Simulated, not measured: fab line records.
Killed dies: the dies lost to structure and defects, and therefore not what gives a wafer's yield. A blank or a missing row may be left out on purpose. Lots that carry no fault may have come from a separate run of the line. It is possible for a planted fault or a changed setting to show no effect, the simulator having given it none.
Split-lot experiment	flow n5_finfet	route with 1938 steps; 7 lots, 21 wafers read

THE SPLIT
At N5_BEOL_M8_TRENCH_ETCH_37 (etches SiCOH lowk in C4F6/O2, target depth 93.478 nm, time 31.2 s), the setting bias_w was moved away from the recipe's 185 W on 2 of the 21 wafers read, by -15.7% to +7.8%. The other wafers ran this setting at the recipe's value.

The split's own step is where the reading is taken.

THE READING
rf_vpp_V, in V, at N5_BEOL_M8_TRENCH_ETCH_37 (etches SiCOH lowk in C4F6/O2, target depth 93.478 nm, time 31.2 s). Fault-free wafers of this fab line usually give 660 V, standard deviation 15 V.

wafer	tool, chamber at the split	bias_w as run, W	against the recipe	rf_vpp_V, V	against lot-mates on the recipe
L075.1	rie_diel-04, 2	185	recipe	648	-
L075.3	rie_diel-04, 1	185	recipe	654	-
L075.5	rie_diel-04, 1	185	recipe	654	-
L074.2	rie_diel-05, 2	185	recipe	660	-
L074.5	rie_diel-05, 2	156	-15.7%	576	-93
L074.6	rie_diel-05, 0	185	recipe	678	-
L078.3	rie_diel-05, 1	185	recipe	658	-
L078.5	rie_diel-05, 0	185	recipe	688	-
L078.6	rie_diel-05, 2	185	recipe	661	-
L080.2	rie_diel-06, 0	185	recipe	655	-
L080.4	rie_diel-06, 3	185	recipe	630	-
L080.5	rie_diel-06, 0	185	recipe	654	-
L084.1	rie_diel-04, 3	199.5	+7.8%	698	+40
L084.2	rie_diel-04, 1	185	recipe	653	-
L084.3	rie_diel-04, 0	185	recipe	663	-
L086.1	rie_diel-05, 3	185	recipe	641	-
L086.2	rie_diel-05, 1	185	recipe	656	-
L086.4	rie_diel-05, 2	185	recipe	660	-
L092.1	rie_diel-06, 3	185	recipe	629	-
L092.3	rie_diel-06, 0	185	recipe	654	-
L092.4	rie_diel-06, 1	185	recipe	668	-

FIT RESULTS
A straight line over all 21 wafers: rf_vpp_V changes by +5.16 V for each +1% of bias_w; r = +0.84; the points scatter about the line by 14 V.
The same after taking each lot's own level away (the mean of its wafers on the recipe; 21 wafers): +5.76 V for each +1%; r = +0.91; scatter 11 V.
The reading moves by 90 V for the largest change in bias_w, on that fit.
Across the lots, their own levels run from 646.3 to 669.0 V, a range of 1.5 times the standard deviation given above.
In other words, the slope is changed by the lot-to-lot level; the two fits disagree.
Check: with one of the wafers moved furthest among these (-15.7%) left out of the fit, the line predicts -80 V for it against its lot-mates. It came out at -93 V against them.
Tool readings at the split's step, against how far the setting was moved: rf_vpp_V r = +0.84.

OTHER SPLITS APPLIED TO THESE WAFERS
These wafers also went through other splits before the reading. Each is held against what the fit with the lots' levels taken away leaves over:
other split on the same wafers	wafers away from the commonest value	r with rf_vpp_V (lot level and that fit taken away)
N5_BEOL_M8_ILD_DEP_00 time_s	7	-0.11

THE FILE'S OWN FIT
rf_vpp_V changes by +5.75 V for each +1% of bias_w, r = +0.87.
